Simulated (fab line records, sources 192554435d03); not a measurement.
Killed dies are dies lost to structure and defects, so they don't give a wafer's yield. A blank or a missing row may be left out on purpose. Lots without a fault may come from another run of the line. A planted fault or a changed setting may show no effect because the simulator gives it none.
Chamber matching | flow n5_finfet | N5_BEOL_M11_ALD_74 on ald_metal-02: 4 sister chambers
The step deposits TaN, target thk 2 nm, pulse time 2 s, purge time 3 s. 14 wafers are shown with their chamber, then 7 later ones without.

WAFERS WITH THEIR CHAMBER
wafer  | chamber | heater_power_w (W) | mfc_carrier_sccm (sccm) | precursor_vessel_carrier_sccm (sccm)
L083.2 | 2       | 434                | 1500                    | 997
L083.3 | 0       | 393                | 1501                    | 997
L083.6 | 3       | 452                | 1500                    | 1000
L081.3 | 0       | 394                | 1502                    | 998
L081.5 | 0       | 398                | 1501                    | 995
L081.6 | 3       | 463                | 1500                    | 999
L085.1 | 3       | 464                | 1498                    | 1003
L085.2 | 1       | 396                | 1504                    | 999
L085.3 | 0       | 378                | 1502                    | 997
L087.2 | 0       | 401                | 1506                    | 1004
L087.4 | 1       | 387                | 1501                    | 1001
L087.5 | 2       | 437                | 1502                    | 1006
L092.2 | 1       | 390                | 1495                    | 1004
L092.5 | 3       | 460                | 1502                    | 1005

SIGNATURES (means of the wafers above)
reading                       | chamber 0 | chamber 1 | chamber 2 | chamber 3 | scatter within a chamber
heater_power_w                | 392.80    | 391.00    | 435.50    | 459.75    | 6.71
mfc_carrier_sccm              | 1502.40   | 1500.00   | 1501.00   | 1500.00   | 2.63
precursor_vessel_carrier_sccm | 998.20    | 1001.33   | 1001.50   | 1001.75   | 3.5
Rule: a wafer's distance from a chamber is the root of the sum, over the readings, of the square of ((its reading less the chamber's mean) divided by the reading's scatter). The wafer belongs to the nearest chamber; if the next one is less than 2 further off, it can't be placed. The scatter: the root of (the sum of the squares of (reading less its chamber's mean) over the shown wafers, divided by (wafers less chambers)).

WAFERS WITHOUT THEIR CHAMBER
wafer  | heater_power_w (W) | mfc_carrier_sccm (sccm) | precursor_vessel_carrier_sccm (sccm)
L092.6 | 383                | 1491                    | 998
L094.1 | 404                | 1497                    | 1004
L094.2 | 404                | 1491                    | 997
L094.3 | 426                | 1500                    | 998
L097.1 | 469                | 1500                    | 1001
L097.3 | 441                | 1511                    | 999
L097.6 | 428                | 1506                    | 997

WHICH CHAMBER EACH WENT THROUGH
wafer  | from the rows above     | in truth
L092.6 | can't be placed: 1 or 0 | 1
L094.1 | can't be placed: 1 or 0 | 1
L094.2 | can't be placed: 1 or 0 | 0
L094.3 | 2                       | 2
L097.1 | 3                       | 3
L097.3 | can't be placed: 2 or 3 | 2
L097.6 | 2                       | 2
Placed correctly: 3 of 7. Can't be placed from these rows: 4 (the true chamber is among the candidates in 4). Placed wrongly: 0.
